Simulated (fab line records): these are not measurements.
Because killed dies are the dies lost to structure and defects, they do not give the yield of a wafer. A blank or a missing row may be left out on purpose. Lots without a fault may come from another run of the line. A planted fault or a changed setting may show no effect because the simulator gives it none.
Which tool did it?	flow n5-finfet	33 wafers from 11 lots sampled at 4 of the route's 1938 steps

== WHAT EACH GAUGE READ, for each wafer ==
The record lacks any reading of a measuring or inspecting step that a usual standard deviation could be used to judge.

== WHICH TOOL RAN EACH LOT (tool, then ch and the chambers of the sampled wafers, then the start) ==
lot	N5_BEOL_M11_SURFACE_TREAT_76	N5_BEOL_M12_ILD_DEP_00	N5_BEOL_M12_PEB_08	N5_BEOL_M12_STRIP_63
L394	pvd-sputter-01, day 10 17:59	pecvd-03 ch 0,1, day 10 19:22	litho-track-02 ch 0, day 10 19:41	plasma-asher-02 ch 0,1, day 10 20:29
L397	pvd-sputter-03, day 11 15:34	pecvd-04 ch 0,1, day 11 17:49	litho-track-01 ch 0, day 11 18:16	plasma-asher-01 ch 0,1, day 11 19:06
L403	pvd-sputter-02, day 12 22:04	pecvd-02 ch 1,2, day 13 01:16	litho-track-04 ch 0, day 13 01:35	plasma-asher-01 ch 0,1, day 13 02:04
L404	pvd-sputter-03, day 13 00:55	pecvd-04 ch 0,2, day 13 02:31	litho-track-01 ch 0, day 13 02:50	plasma-asher-02 ch 0,1, day 13 03:20
L405	pvd-sputter-01, day 13 20:17	pecvd-02 ch 1,2, day 13 21:32	litho-track-02 ch 0, day 13 21:59	plasma-asher-02 ch 0,1, day 13 22:28
L406	pvd-sputter-02, day 14 04:30	pecvd-04 ch 0,1,2, day 14 05:58	litho-track-02 ch 0, day 14 06:17	plasma-asher-01 ch 0,1, day 14 06:47
L409	pvd-sputter-02, day 14 14:10	pecvd-04 ch 1,2, day 14 16:28	litho-track-01 ch 0, day 14 16:47	plasma-asher-01 ch 0,1, day 14 17:17
L410	pvd-sputter-01, day 14 21:51	pecvd-02 ch 0,1,2, day 14 23:04	litho-track-02 ch 0, day 14 23:23	plasma-asher-01 ch 0,1, day 14 23:57
L413	pvd-sputter-03, day 15 18:24	pecvd-02 ch 0,1,2, day 15 20:25	litho-track-02 ch 0, day 15 20:44	plasma-asher-01 ch 0,1, day 15 21:27
L414	pvd-sputter-03, day 16 02:14	pecvd-02 ch 0,2, day 16 03:41	litho-track-04 ch 0, day 16 04:08	plasma-asher-02 ch 1, day 16 04:38
L415	pvd-sputter-01, day 16 06:32	pecvd-02 ch 1,2, day 16 08:15	litho-track-01 ch 0, day 16 08:42	plasma-asher-01 ch 0,1, day 16 09:30
- N5_BEOL_M11_SURFACE_TREAT_76
- N5_BEOL_M12_ILD_DEP_00: deposits SiOC from DEMS/O2, target thk 658.92 nm, time 130.7 s.
- N5_BEOL_M12_PEB_08: peb time 90 s.
- N5_BEOL_M12_STRIP_63: strips in N2/H2.

== WHAT THE TOOLS THEMSELVES READ (means of the sampled wafers that have a number; where no wafer has one, the mark that the record gives instead) ==
N5_BEOL_M12_ILD_DEP_00.
lot	tool	heater-power-w (W)	showerhead-plenum-p-Torr (Torr)	throttle-valve-pct (%)
L394	pecvd-03	441	5.700	12.2
L397	pecvd-04	470	5.683	13.0
L403	pecvd-02	521	5.690	12.0
L404	pecvd-04	410	5.676	12.0
L405	pecvd-02	471	5.695	12.1
L406	pecvd-04	464	5.691	12.6
L409	pecvd-04	425	5.681	12.4
L410	pecvd-02	519	5.684	12.4
L413	pecvd-02	571	5.690	12.2
L414	pecvd-02	555	5.681	12.7
L415	pecvd-02	500	5.689	12.0

N5_BEOL_M12_PEB_08.
lot	tool	chill-plate-temp-C (C)	heater-power-total-W (W)	plate-temp-C (C)
L394	litho-track-02	23.14	173.0	129.85
L397	litho-track-01	22.96	172.9	130.11
L403	litho-track-04	22.97	171.8	130.13
L404	litho-track-01	23.01	172.9	130.07
L405	litho-track-02	22.95	173.1	129.89
L406	litho-track-02	22.88	175.8	132.25
L409	litho-track-01	22.95	172.3	130.06
L410	litho-track-02	23.04	176.9	132.54
L413	litho-track-02	23.04	176.3	132.44
L414	litho-track-04	22.99	172.7	129.82
L415	litho-track-01	23.10	172.4	130.23

N5_BEOL_M12_STRIP_63.
lot	tool	drypump-motor-current-A (A)	heater-power-w (W)	oes-product-au (a.u.)	strip-time-to-endpoint-s (s)
L394	plasma-asher-02	5.7	362	0.695	43.4
L397	plasma-asher-01	6.2	297	0.695	42.9
L403	plasma-asher-01	5.9	299	0.693	41.5
L404	plasma-asher-02	5.8	356	0.699	41.6
L405	plasma-asher-02	5.9	356	0.690	41.7
L406	plasma-asher-01	5.9	307	0.694	43.9
L409	plasma-asher-01	5.8	299	0.693	43.4
L410	plasma-asher-01	5.9	303	0.692	41.7
L413	plasma-asher-01	5.8	302	0.694	43.0
L414	plasma-asher-02	5.6	365	0.693	42.1
L415	plasma-asher-01	5.8	300	0.693	42.4

== THE ANSWER, worked out from the rows above alone ==
Rule: the usual values come from the lots themselves. The widest of any qualifying gaps counts: lots, ordered by their means at a reading, are off when they make up no more than a third of the lots, leave a main group of 4 or more, and stand apart from it by 3 or more times the standard deviation of that group's means. If all means in a main group match to the digits the tables above print for the reading, that group is not used. A lot without any number at a reading at which 4 lots or more have one is off too. Any other lot the step has rows for is counted as sound. The gauges are gone through in route order, then the tools' own readings, and for those a lot's mean is taken as printed above. The first step at which some lot is off is used, and at that step the reading that is off furthest; a lot without a number counts as furthest.
Off: L406, L410, L413 (N5_BEOL_M12_PEB_08, plate-temp-C). Main group: mean 130.02 C, sd 0.14.
If a tool, at that step or one of the process steps before it, ran each lot that is off and ran no sound lot following the first of them, it fits. One candidate fits, namely litho-track-02 at N5_BEOL_M12_PEB_08. Its last sound lot is L405 (day 13 21:59), its first lot that is off L406 (day 14 06:17): a fault that began between those two fits.
The tool's own readings at N5_BEOL_M12_PEB_08 bear it out: on the lots that are off they differ by more than 5 times the standard deviation of the sound lots' means. heater-power-total-W reads 176.3 W there against 172.6 W on the sound lots; plate-temp-C reads 132.41 C there against 130.02 C on the sound lots.

== WHAT WAS PUT IN BY THE SIMULATOR ==
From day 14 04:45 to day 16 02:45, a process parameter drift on litho-track-02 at N5_BEOL_M12_PEB_08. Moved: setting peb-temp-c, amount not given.
Lots struck among those shown: L406, L410, L413. This agrees with what the rule above found.
